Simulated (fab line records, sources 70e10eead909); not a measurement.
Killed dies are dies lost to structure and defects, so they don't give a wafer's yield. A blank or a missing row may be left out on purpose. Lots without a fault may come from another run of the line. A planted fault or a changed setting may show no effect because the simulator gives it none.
Which tool did it? | flow nand_harc | 23 lots, 69 wafers sampled, at 6 steps of a route of 1302

WHAT THE GAUGES READ, wafer by wafer
The record holds no reading of a measuring or inspecting step that can be judged against a usual standard deviation.

WHICH TOOL RAN EACH LOT (tool, then ch and the chambers of the sampled wafers, then the start)
lot  | NHARC_A_STAIRCASE_TRIM_24                     | NHARC_A_STAIRCASE_TRIM_187         | NHARC_A_STAIRCASE_ETCH_194     | NHARC_A_STAIRCASE_TRIM_198     | NHARC_A_STAIRCASE_TRIM_200     | NHARC_A_STAIRCASE_ETCH_221
L074 | rie_diel-01 ch 0,3, day 15 13:11 or earlier   | rie_diel-01 ch 2,3, day 15 13:11   | rie_diel-01 ch 1,2,3, no start | rie_diel-01 ch 0,1, no start   | rie_diel-01 ch 1,2,3, no start | rie_diel-03 ch 2,3, no start
L075 | rie_diel-01 ch 1,2,3, day 16 07:56 or earlier | rie_diel-03 ch 0,2,3, day 16 07:56 | rie_diel-03 ch 0,3, no start   | rie_diel-03 ch 2,3, no start   | rie_diel-03 ch 0,1, no start   | rie_diel-07 ch 1,3, no start
L076 | rie_diel-07 ch 1,3, day 16 18:11 or earlier   | rie_diel-01 ch 0,1, day 16 18:11   | rie_diel-01 ch 1,2,3, no start | rie_diel-01 ch 0,1, no start   | rie_diel-01 ch 0,1,2, no start | rie_diel-03 ch 1,3, no start
L077 | rie_diel-01 ch 0,2, day 17 12:56 or earlier   | rie_diel-03 ch 0,2,3, day 17 12:56 | rie_diel-03 ch 1,3, no start   | rie_diel-03 ch 0,1,3, no start | rie_diel-03 ch 1,2, no start   | rie_diel-01 ch 2,3, no start
L078 | rie_diel-03 ch 0,1,2, day 17 18:49 or earlier | rie_diel-03 ch 0,3, day 17 18:49   | rie_diel-03 ch 1,2,3, no start | rie_diel-03 ch 1,2,3, no start | rie_diel-03 ch 0,2,3, no start | rie_diel-07 ch 1,2,3, no start
L080 | rie_diel-03 ch 0,2,3, day 18 03:59 or earlier | rie_diel-01 ch 0,1,2, day 18 03:59 | rie_diel-01 ch 0,2,3, no start | rie_diel-03 ch 0,1,2, no start | rie_diel-03 ch 0,1,3, no start | rie_diel-07 ch 2,3, no start
L079 | rie_diel-03 ch 0,1,3, day 18 09:58 or earlier | rie_diel-07 ch 0,2,3, day 18 09:58 | rie_diel-07 ch 0,1,3, no start | rie_diel-01 ch 1,2,3, no start | rie_diel-01 ch 2,3, no start   | rie_diel-07 ch 1,2,3, no start
L081 | rie_diel-03 ch 0,1,3, day 19 01:10 or earlier | rie_diel-03 ch 0,2, day 19 01:10   | rie_diel-03 ch 0,1,2, no start | rie_diel-01 ch 0,1,3, no start | rie_diel-01 ch 0,1,3, no start | rie_diel-01 ch 0,2, no start
L082 | rie_diel-03 ch 1,2, day 19 09:11 or earlier   | rie_diel-03 ch 2,3, day 19 09:11   | rie_diel-03 ch 0,3, no start   | rie_diel-01 ch 0,1,3, no start | rie_diel-01 ch 0,1, no start   | rie_diel-03 ch 0,2, no start
L083 | rie_diel-03 ch 0,1,2, day 20 03:55 or earlier | rie_diel-01 ch 0,2, day 20 03:55   | rie_diel-01 ch 1,3, no start   | rie_diel-01 ch 0,3, no start   | rie_diel-01 ch 2,3, no start   | rie_diel-01 ch 0,1,2, no start
L085 | rie_diel-01 ch 1,2,3, day 20 12:14 or earlier | rie_diel-01 ch 2,3, day 20 12:14   | rie_diel-01 ch 0,1, no start   | rie_diel-07 ch 0,1,2, no start | rie_diel-07 ch 0,3, no start   | rie_diel-01 ch 2,3, no start
L084 | rie_diel-07 ch 0,1,2, day 20 16:43 or earlier | rie_diel-03 ch 1,2, day 20 16:43   | rie_diel-03 ch 0,3, no start   | rie_diel-01 ch 1,3, no start   | rie_diel-01 ch 0,1,3, no start | rie_diel-01 ch 0,1, no start
L086 | rie_diel-01 ch 0,1,3, day 20 22:22 or earlier | rie_diel-01 ch 0,2, day 20 22:22   | rie_diel-01 ch 1,2, no start   | rie_diel-01 ch 0,1, no start   | rie_diel-01 ch 0,3, no start   | rie_diel-03 ch 2,3, no start
L088 | rie_diel-07 ch 0,3, day 21 10:38 or earlier   | rie_diel-01 ch 0,2, day 21 10:38   | rie_diel-01 ch 0,1,3, no start | rie_diel-07 ch 0,1,3, no start | rie_diel-07 ch 0,1,2, no start | rie_diel-01 ch 0,1,2, no start
L087 | rie_diel-01 ch 1,2,3, day 21 11:05 or earlier | rie_diel-07 ch 0,1,2, day 21 11:05 | rie_diel-07 ch 1,2,3, no start | rie_diel-01 ch 0,2, no start   | rie_diel-01 ch 1,3, no start   | rie_diel-03 ch 1,2,3, no start
L089 | rie_diel-01 ch 1,2,3, day 21 17:19 or earlier | rie_diel-03 ch 1,2, day 21 17:19   | rie_diel-03 ch 2,3, no start   | rie_diel-03 ch 1,2, no start   | rie_diel-03 ch 0,1,2, no start | rie_diel-01 ch 2,3, no start
L090 | rie_diel-03 ch 1,3, day 22 06:48 or earlier   | rie_diel-01 ch 2,3, day 22 06:48   | rie_diel-01 ch 0,1,2, no start | rie_diel-01 ch 1,2, no start   | rie_diel-01 ch 0,2, no start   | rie_diel-01 ch 0,1,2, no start
L092 | rie_diel-01 ch 0,2, day 23 15:52 or earlier   | rie_diel-01 ch 0,1,2, day 23 15:52 | rie_diel-01 ch 0,2,3, no start | rie_diel-01 ch 0,1, no start   | rie_diel-01 ch 0,1, no start   | rie_diel-07 ch 0,2,3, no start
L093 | rie_diel-07 ch 0,3, day 23 15:35 or earlier   | rie_diel-03 ch 1,2, day 23 15:35   | rie_diel-03 ch 1,3, no start   | rie_diel-03 ch 0,3, no start   | rie_diel-03 ch 0,3, no start   | rie_diel-03 ch 0,1,2, no start
L094 | rie_diel-01 ch 0,2,3, day 24 02:52 or earlier | rie_diel-03 ch 0,1,3, day 24 02:52 | rie_diel-03 ch 0,2, no start   | rie_diel-03 ch 0,1,2, no start | rie_diel-03 ch 1,2, no start   | rie_diel-03 ch 0,1,2, no start
L095 | rie_diel-03 ch 0,1, day 24 10:46 or earlier   | rie_diel-03 ch 0,1,3, day 24 10:46 | rie_diel-03 ch 1,2, no start   | rie_diel-03 ch 0,1,3, no start | rie_diel-03 ch 0,1, no start   | rie_diel-07 ch 1,2, no start
L096 | rie_diel-03 ch 0,1,2, day 25 10:52 or earlier | rie_diel-07 ch 0,2,3, day 25 10:52 | rie_diel-07 ch 0,1,2, no start | rie_diel-03 ch 1,2, no start   | rie_diel-03 ch 0,2,3, no start | rie_diel-03 ch 1,3, no start
L097 | rie_diel-07 ch 1,2, day 25 21:00 or earlier   | rie_diel-03 ch 0,1,3, day 25 21:00 | rie_diel-03 ch 1,3, no start   | rie_diel-07 ch 0,1,2, no start | rie_diel-07 ch 0,1,2, no start | rie_diel-03 ch 1,2, no start
- NHARC_A_STAIRCASE_TRIM_24: chemistry O2, time 211.2 s.
- NHARC_A_STAIRCASE_TRIM_187: chemistry O2, time 211.2 s.
- NHARC_A_STAIRCASE_ETCH_194: etches the open film in C4F8/O2, target depth 100 nm, time 40.5 s.
- NHARC_A_STAIRCASE_TRIM_198: chemistry O2, time 211.2 s.
- NHARC_A_STAIRCASE_TRIM_200: chemistry O2, time 211.2 s.
- NHARC_A_STAIRCASE_ETCH_221: etches the open film in C4F8/O2, target depth 100 nm, time 40.5 s.

WHAT THE TOOLS THEMSELVES READ (means of the sampled wafers that have a number; where no wafer has one, the mark that the record gives instead)
NHARC_A_STAIRCASE_TRIM_24. Usual: drypump_motor_current_A 5.7 A, standard deviation 0.51; oes_product_au 1.003 a.u., standard deviation 0.012; rf_vpp_V 57.8 V, standard deviation 0.95; showerhead_plenum_p_Torr 3.51 Torr, standard deviation 0.16; throttle_valve_pct 17.037 %, standard deviation 0.0083.
lot  | tool        | drypump_motor_current_A (A) | oes_product_au (a.u.) | rf_vpp_V (V) | showerhead_plenum_p_Torr (Torr) | throttle_valve_pct (%) | flag
L074 | rie_diel-01 | 5.0                         | 0.990                 | 57.6         | 3.63                            | 17.047                 |
L075 | rie_diel-01 | 5.5                         | 0.995                 | 56.9         | 3.39                            | 17.046                 |
L076 | rie_diel-07 | 5.6                         | 1.010                 | 58.3         | 3.45                            | 17.042                 |
L077 | rie_diel-01 | 5.2                         | 0.993                 | 58.0         | 3.60                            | 17.035                 |
L078 | rie_diel-03 | 5.8                         | 1.003                 | 58.3         | 3.47                            | 17.036                 |
L080 | rie_diel-03 | 5.6                         | 1.007                 | 57.2         | 3.42                            | 17.036                 |
L079 | rie_diel-03 | 5.6                         | 1.010                 | 59.1         | 3.53                            | 17.041                 |
L081 | rie_diel-03 | 5.6                         | 1.011                 | 58.3         | 3.53                            | 17.033                 |
L082 | rie_diel-03 | 6.3                         | 1.001                 | 58.0         | 3.51                            | 17.038                 |
L083 | rie_diel-03 | 5.8                         | 1.005                 | 58.3         | 3.45                            | 17.037                 |
L085 | rie_diel-01 | 5.5                         | 1.002                 | 57.7         | 3.38                            | 17.042                 |
L084 | rie_diel-07 | 5.7                         | 1.004                 | 57.9         | 3.55                            | 17.032                 |
L086 | rie_diel-01 | 5.4                         | 1.008                 | 57.1         | 3.52                            | 17.032                 |
L088 | rie_diel-07 | 5.9                         | 0.994                 | 58.3         | 3.73                            | 17.041                 |
L087 | rie_diel-01 | 5.5                         | 1.002                 | 57.2         | 3.37                            | 17.039                 |
L089 | rie_diel-01 | 5.5                         | 0.998                 | 57.5         | 3.37                            | 17.024                 |
L090 | rie_diel-03 | 6.0                         | 1.031                 | 58.0         | 3.53                            | 17.035                 |
L092 | rie_diel-01 | 5.4                         | 1.002                 | 57.6         | 3.43                            | 17.042                 |
L093 | rie_diel-07 | 5.9                         | 0.997                 | 58.9         | 3.72                            | 17.030                 |
L094 | rie_diel-01 | 5.2                         | 0.993                 | 57.4         | 3.45                            | 17.039                 |
L095 | rie_diel-03 | 5.8                         | 1.006                 | 58.2         | 3.56                            | 17.037                 |
L096 | rie_diel-03 | 5.8                         | 1.006                 | 57.2         | 3.61                            | 17.030                 |
L097 | rie_diel-07 | 5.6                         | 1.004                 | 58.0         | 3.38                            | 17.031                 |

NHARC_A_STAIRCASE_TRIM_187. Usual: drypump_motor_current_A 5.6 A, standard deviation 0.52; oes_product_au 1.003 a.u., standard deviation 0.011; rf_vpp_V 57.6 V, standard deviation 0.92; showerhead_plenum_p_Torr 3.51 Torr, standard deviation 0.16; throttle_valve_pct 17.035 %, standard deviation 0.0087.
lot  | tool        | drypump_motor_current_A (A) | oes_product_au (a.u.) | rf_vpp_V (V) | showerhead_plenum_p_Torr (Torr) | throttle_valve_pct (%) | flag
L074 | rie_diel-01 | 5.1                         | 0.991                 | 57.5         | 3.36                            | 17.038                 |
L075 | rie_diel-03 | 5.6                         | 1.016                 | 57.2         | 3.42                            | 17.033                 |
L076 | rie_diel-01 | 5.7                         | 0.993                 | 57.9         | 3.57                            | 17.039                 |
L077 | rie_diel-03 | 5.6                         | 1.003                 | 57.7         | 3.42                            | 17.035                 |
L078 | rie_diel-03 | 5.1                         | 1.004                 | 57.3         | 3.49                            | 17.026                 |
L080 | rie_diel-01 | 5.5                         | 1.005                 | 56.7         | 3.51                            | 17.033                 |
L079 | rie_diel-07 | 5.9                         | 1.017                 | 57.5         | 3.70                            | 17.036                 |
L081 | rie_diel-03 | 5.8                         | 1.009                 | 56.8         | 3.34                            | 17.030                 |
L082 | rie_diel-03 | 5.9                         | 1.010                 | 58.0         | 3.42                            | 17.038                 |
L083 | rie_diel-01 | 5.3                         | 1.006                 | 57.4         | 3.44                            | 17.042                 |
L085 | rie_diel-01 | 5.1                         | 0.997                 | 58.5         | 3.34                            | 17.036                 |
L084 | rie_diel-03 | 6.2                         | 0.999                 | 58.2         | 3.75                            | 17.039                 |
L086 | rie_diel-01 | 5.3                         | 1.002                 | 58.3         | 3.44                            | 17.038                 |
L088 | rie_diel-01 | 5.2                         | 0.996                 | 57.6         | 3.58                            | 17.039                 |
L087 | rie_diel-07 | 5.8                         | 0.998                 | 57.2         | 3.55                            | 17.032                 |
L089 | rie_diel-03 | 6.2                         | 0.989                 | 58.6         | 3.74                            | 17.029                 |
L090 | rie_diel-01 | 5.3                         | 1.004                 | 58.0         | 3.31                            | 17.033                 |
L092 | rie_diel-01 | 5.5                         | 0.999                 | 57.9         | 3.49                            | 17.026                 |
L093 | rie_diel-03 | 6.3                         | 0.995                 | 57.6         | 3.67                            | 17.035                 |
L094 | rie_diel-03 | 5.6                         | 1.011                 | 57.4         | 3.51                            | 17.032                 |
L095 | rie_diel-03 | 5.6                         | 1.012                 | 57.5         | 3.51                            | 17.029                 |
L096 | rie_diel-07 | 5.9                         | 0.999                 | 57.6         | 3.67                            | 17.032                 |
L097 | rie_diel-03 | 5.6                         | 1.012                 | 58.6         | 3.50                            | 17.039                 |

NHARC_A_STAIRCASE_ETCH_194. Usual: oes_product_au 0.947 a.u., standard deviation 0.013; rf_vpp_V 895 V, standard deviation 6.1.
lot  | tool        | oes_product_au (a.u.) | rf_vpp_V (V) | flag
L074 | rie_diel-01 | 0.938                 | 892          |
L075 | rie_diel-03 | 0.951                 | 895          |
L076 | rie_diel-01 | 0.944                 | 890          |
L077 | rie_diel-03 | 0.953                 | 899          |
L078 | rie_diel-03 | 0.952                 | 894          |
L080 | rie_diel-01 | 0.934                 | 893          |
L079 | rie_diel-07 | 0.959                 | 897          |
L081 | rie_diel-03 | 0.949                 | 893          |
L082 | rie_diel-03 | 0.968                 | 894          |
L083 | rie_diel-01 | 0.949                 | 893          |
L085 | rie_diel-01 | 0.944                 | 897          |
L084 | rie_diel-03 | 0.948                 | 894          |
L086 | rie_diel-01 | 0.959                 | 889          |
L088 | rie_diel-01 | 0.944                 | 895          |
L087 | rie_diel-07 | 0.945                 | 896          |
L089 | rie_diel-03 | 0.968                 | 898          |
L090 | rie_diel-01 | 0.940                 | 895          |
L092 | rie_diel-01 | 0.941                 | 892          |
L093 | rie_diel-03 | 0.954                 | 897          |
L094 | rie_diel-03 | 0.940                 | 902          |
L095 | rie_diel-03 | 0.939                 | 903          |
L096 | rie_diel-07 | 0.935                 | 896          |
L097 | rie_diel-03 | 0.956                 | 895          |

NHARC_A_STAIRCASE_TRIM_198. Usual: drypump_motor_current_A 5.6 A, standard deviation 0.52; oes_product_au 1.002 a.u., standard deviation 0.012; rf_vpp_V 57.8 V, standard deviation 0.89; showerhead_plenum_p_Torr 3.51 Torr, standard deviation 0.16; throttle_valve_pct 17.037 %, standard deviation 0.0082.
lot  | tool        | drypump_motor_current_A (A) | oes_product_au (a.u.) | rf_vpp_V (V) | showerhead_plenum_p_Torr (Torr) | throttle_valve_pct (%) | flag
L074 | rie_diel-01 | 5.5                         | 0.997                 | 57.8         | 3.66                            | 17.038                 |
L075 | rie_diel-03 | 5.9                         | 1.014                 | 57.2         | 3.43                            | 17.036                 |
L076 | rie_diel-01 | 5.7                         | 0.992                 | 57.9         | 3.57                            | 17.036                 |
L077 | rie_diel-03 | 5.6                         | 1.005                 | 58.1         | 3.54                            | 17.039                 |
L078 | rie_diel-03 | 6.1                         | 1.002                 | 57.5         | 3.47                            | 17.030                 |
L080 | rie_diel-03 | 5.8                         | 0.997                 | 58.3         | 3.46                            | 17.032                 |
L079 | rie_diel-01 | 5.5                         | 1.000                 | 57.1         | 3.39                            | 17.038                 |
L081 | rie_diel-01 | 5.4                         | 1.008                 | 57.5         | 3.52                            | 17.039                 |
L082 | rie_diel-01 | 5.4                         | 1.005                 | 58.3         | 3.52                            | 17.044                 |
L083 | rie_diel-01 | 5.0                         | 0.998                 | 57.4         | 3.48                            | 17.040                 |
L085 | rie_diel-07 | 5.8                         | 1.001                 | 57.5         | 3.55                            | 17.041                 |
L084 | rie_diel-01 | 5.3                         | 1.002                 | 57.9         | 3.40                            | 17.046                 |
L086 | rie_diel-01 | 5.4                         | 1.000                 | 58.6         | 3.64                            | 17.043                 |
L088 | rie_diel-07 | 5.7                         | 0.997                 | 57.9         | 3.58                            | 17.035                 |
L087 | rie_diel-01 | 5.2                         | 0.998                 | 57.9         | 3.58                            | 17.031                 |
L089 | rie_diel-03 | 6.2                         | 1.000                 | 59.2         | 3.74                            | 17.033                 |
L090 | rie_diel-01 | 5.6                         | 1.002                 | 57.6         | 3.35                            | 17.039                 |
L092 | rie_diel-01 | 5.7                         | 0.994                 | 57.9         | 3.54                            | 17.032                 |
L093 | rie_diel-03 | 5.5                         | 1.013                 | 57.1         | 3.46                            | 17.036                 |
L094 | rie_diel-03 | 5.8                         | 0.995                 | 57.9         | 3.62                            | 17.041                 |
L095 | rie_diel-03 | 5.6                         | 1.012                 | 58.7         | 3.51                            | 17.040                 |
L096 | rie_diel-03 | 6.3                         | 1.006                 | 58.2         | 3.66                            | 17.038                 |
L097 | rie_diel-07 | 5.8                         | 1.000                 | 57.9         | 3.53                            | 17.030                 |

NHARC_A_STAIRCASE_TRIM_200. Usual: drypump_motor_current_A 5.6 A, standard deviation 0.51; oes_product_au 1.002 a.u., standard deviation 0.011; rf_vpp_V 57.8 V, standard deviation 0.86; showerhead_plenum_p_Torr 3.51 Torr, standard deviation 0.16; throttle_valve_pct 17.037 %, standard deviation 0.0094.
lot  | tool        | drypump_motor_current_A (A) | oes_product_au (a.u.) | rf_vpp_V (V) | showerhead_plenum_p_Torr (Torr) | throttle_valve_pct (%) | flag
L074 | rie_diel-01 | 5.5                         | 0.986                 | 57.8         | 3.40                            | 17.033                 |
L075 | rie_diel-03 | 5.8                         | 0.998                 | 58.1         | 3.59                            | 17.041                 |
L076 | rie_diel-01 | 5.5                         | 1.000                 | 57.2         | 3.52                            | 17.026                 |
L077 | rie_diel-03 | 6.3                         | 1.004                 | 57.0         | 3.52                            | 17.039                 |
L078 | rie_diel-03 | 5.6                         | 1.014                 | 57.5         | 3.42                            | 17.030                 |
L080 | rie_diel-03 | 5.6                         | 1.006                 | 58.5         | 3.53                            | 17.036                 |
L079 | rie_diel-01 | 5.3                         | 1.004                 | 57.7         | 3.33                            | 17.037                 |
L081 | rie_diel-01 | 5.4                         | 0.996                 | 58.0         | 3.52                            | 17.034                 |
L082 | rie_diel-01 | 5.8                         | 1.010                 | 57.8         | 3.56                            | 17.042                 |
L083 | rie_diel-01 | 5.1                         | 0.987                 | 57.7         | 3.34                            | 17.040                 |
L085 | rie_diel-07 | 5.9                         | 0.996                 | 58.6         | 3.73                            | 17.033                 |
L084 | rie_diel-01 | 5.4                         | 1.003                 | 58.3         | 3.51                            | 17.030                 |
L086 | rie_diel-01 | 5.1                         | 0.998                 | 58.0         | 3.60                            | 17.029                 |
L088 | rie_diel-07 | 5.7                         | 1.000                 | 58.0         | 3.55                            | 17.045                 |
L087 | rie_diel-01 | 5.7                         | 1.011                 | 58.5         | 3.43                            | 17.039                 |
L089 | rie_diel-03 | 5.8                         | 0.996                 | 58.4         | 3.63                            | 17.035                 |
L090 | rie_diel-01 | 5.3                         | 1.000                 | 58.0         | 3.43                            | 17.035                 |
L092 | rie_diel-01 | 5.4                         | 0.998                 | 57.7         | 3.63                            | 17.043                 |
L093 | rie_diel-03 | 5.1                         | 1.005                 | 57.6         | 3.46                            | 17.028                 |
L094 | rie_diel-03 | 6.2                         | 0.991                 | 58.2         | 3.73                            | 17.036                 |
L095 | rie_diel-03 | 5.3                         | 1.007                 | 57.0         | 3.50                            | 17.040                 |
L096 | rie_diel-03 | 5.6                         | 1.007                 | 58.1         | 3.56                            | 17.029                 |
L097 | rie_diel-07 | 5.7                         | 0.991                 | 58.3         | 3.53                            | 17.042                 |

NHARC_A_STAIRCASE_ETCH_221. Usual: oes_product_au 0.948 a.u., standard deviation 0.017; rf_vpp_V 896 V, standard deviation 6.
lot  | tool        | oes_product_au (a.u.) | rf_vpp_V (V) | flag
L074 | rie_diel-03 | 0.947                 | 892          |
L075 | rie_diel-07 | 0.965                 | 897          |
L076 | rie_diel-03 | 0.947                 | 898          |
L077 | rie_diel-01 | 0.960                 | 889          |
L078 | rie_diel-07 | 0.936                 | 897          |
L080 | rie_diel-07 | 0.968                 | 901          |
L079 | rie_diel-07 | 0.963                 | 897          |
L081 | rie_diel-01 | 0.940                 | 893          |
L082 | rie_diel-03 | 0.952                 | 892          |
L083 | rie_diel-01 | 0.934                 | 895          |
L085 | rie_diel-01 | 0.928                 | 888          |
L084 | rie_diel-01 | 0.964                 | 897          |
L086 | rie_diel-03 | 0.955                 | 902          |
L088 | rie_diel-01 | 0.939                 | 894          |
L087 | rie_diel-03 | 0.934                 | 900          |
L089 | rie_diel-01 | 0.963                 | 889          |
L090 | rie_diel-01 | 0.931                 | 894          |
L092 | rie_diel-07 | 0.947                 | 902          |
L093 | rie_diel-03 | 0.932                 | 899          |
L094 | rie_diel-03 | 0.942                 | 898          |
L095 | rie_diel-07 | 0.944                 | 895          |
L096 | rie_diel-03 | 0.948                 | 895          |
L097 | rie_diel-03 | 0.956                 | 902          |

THE ANSWER, worked out from the rows above alone
Rule: a lot is off if the mean of its wafers that have a number lies more than 3 standard deviations from the usual mean. A lot without any number at a reading at which 4 lots or more have one is off too. The other lots that the step has rows for count as sound. The gauges are gone through in route order, then the tools' own readings, and for those a lot's mean is taken as printed above. The first step at which some lot is off is used, and at that step the reading that is off furthest; a lot without a number counts as furthest.
No lot is off at any reading shown: from this, nothing can be told.

WHAT THE SIMULATOR HAD PUT IN
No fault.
